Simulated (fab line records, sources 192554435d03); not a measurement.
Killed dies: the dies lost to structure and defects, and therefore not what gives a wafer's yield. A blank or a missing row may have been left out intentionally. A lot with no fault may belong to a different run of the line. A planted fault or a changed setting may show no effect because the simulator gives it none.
The same fault as seen by 2 desks	flow n5 finfet	each desk holds nothing but its own numbers, with what lay behind them at the end

## FOR THE TOOL OWNER'S DESK: pvd sputter-03
The tool's own readings at N5_BEOL_M2_SPUTTER_79 (material Cu, target thk 4.5 nm, time 8.29 s): means of the sampled wafers that have a number, for each lot that ran on this tool. If a lot's mean is further than 4 standard deviations from the usual mean, the lot is out of limits and carries the mark OUT (the distance appears in the brackets).
Columns: A = chamber pressure pa at N5_BEOL_M2_SPUTTER_79, usual 0.06999 Pa; B = throttle valve pct at N5_BEOL_M2_SPUTTER_79, usual 30.1 %
lot	first seen here	A	B
L601	day 7 06:44	0.06995	30.5
L604	day 8 03:28	0.06999	30.5
L608	day 9 15:05	0.06981	30.8
L618	day 12 01:35	0.07172 (+12) OUT	30.2
This desk's verdict: out of limits on L618, starting with L618 at day 12 01:35 (chamber pressure pa at N5_BEOL_M2_SPUTTER_79). Within limits: L601, L604, L608.

## THE METROLOGY DESK
What the gauges read, lot by lot, whatever tool the lot ran on: means of the sampled wafers that have a number. If a lot's mean is further than 4 standard deviations from the usual mean, the lot is out of limits and carries the mark OUT (the distance appears in the brackets). Readings shown: 7 of its 11, picked as those furthest out on some lot.
Columns: A = DIBL_N at N5_BEOL_M4_RC_MEAS_101, usual 35.9 mV/V; B = IOFF_N at N5_BEOL_M4_RC_MEAS_101, usual 0.152 nA/um; C = IOFF_P at N5_BEOL_M4_RC_MEAS_101, usual 0.204 nA/um; D = ION_N at N5_BEOL_M4_RC_MEAS_101, usual 673 uA/um; E = SS_P at N5_BEOL_M4_RC_MEAS_101, usual 73.2 mV/dec; F = VT_N at N5_BEOL_M4_RC_MEAS_101, usual 250.3 mV; G = VT_P at N5_BEOL_M4_RC_MEAS_101, usual -250.6 mV
lot	first seen here	A	B	C	D	E	F	G
L600	day 7 03:17	36.5	0.141	0.188	664	72.7	252.5	-252.3
L601	day 7 03:26	35.4	0.166	0.203	679	73.6	248.2	-251.5
L603	day 8 00:35	35.9	0.160	0.192	679	73.5	250.0	-253.1
L604	day 8 01:04	36.4	0.140	0.183	677	73.0	252.7	-252.6
L608	day 9 12:57	36.8	0.173	0.222	686	73.4	246.4	-248.9
L609	day 9 19:03	35.5	0.135	0.198	672	73.1	249.9	-248.8
L612	day 9 19:31	34.7	0.159	0.215	681	73.5	248.4	-249.1
L618	day 11 23:19	34.7	0.148	0.203	676	73.3	251.6	-251.3
L620	day 12 03:23	35.9	0.158	0.182	671	73.3	249.6	-254.8
L622	day 12 13:22	39.0	0.194	0.253	674	74.3	248.7	-248.9
This desk's finding: nothing out of limits on any of the 10 lots.

## ALL TOGETHER
On L618, at day 12 01:35, an alarm was possible from the tool owner's desk.
Metrology desk: nothing out of limits seen.
The metrology desk holds a record of L618, inside its limits.
On pvd sputter-03, each named lot ran N5_BEOL_M2_SPUTTER_79.

## WHAT WAS PUT IN BY THE SIMULATOR
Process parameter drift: pvd sputter-03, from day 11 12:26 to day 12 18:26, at N5_BEOL_M2_SPUTTER_79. Setting chamber pressure pa, moved by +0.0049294, from 0.07. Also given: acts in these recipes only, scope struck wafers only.
Lots struck among those shown: L618.
Hours from the fault's start to each desk's first reading out of limits: the tool owner's desk, 13.
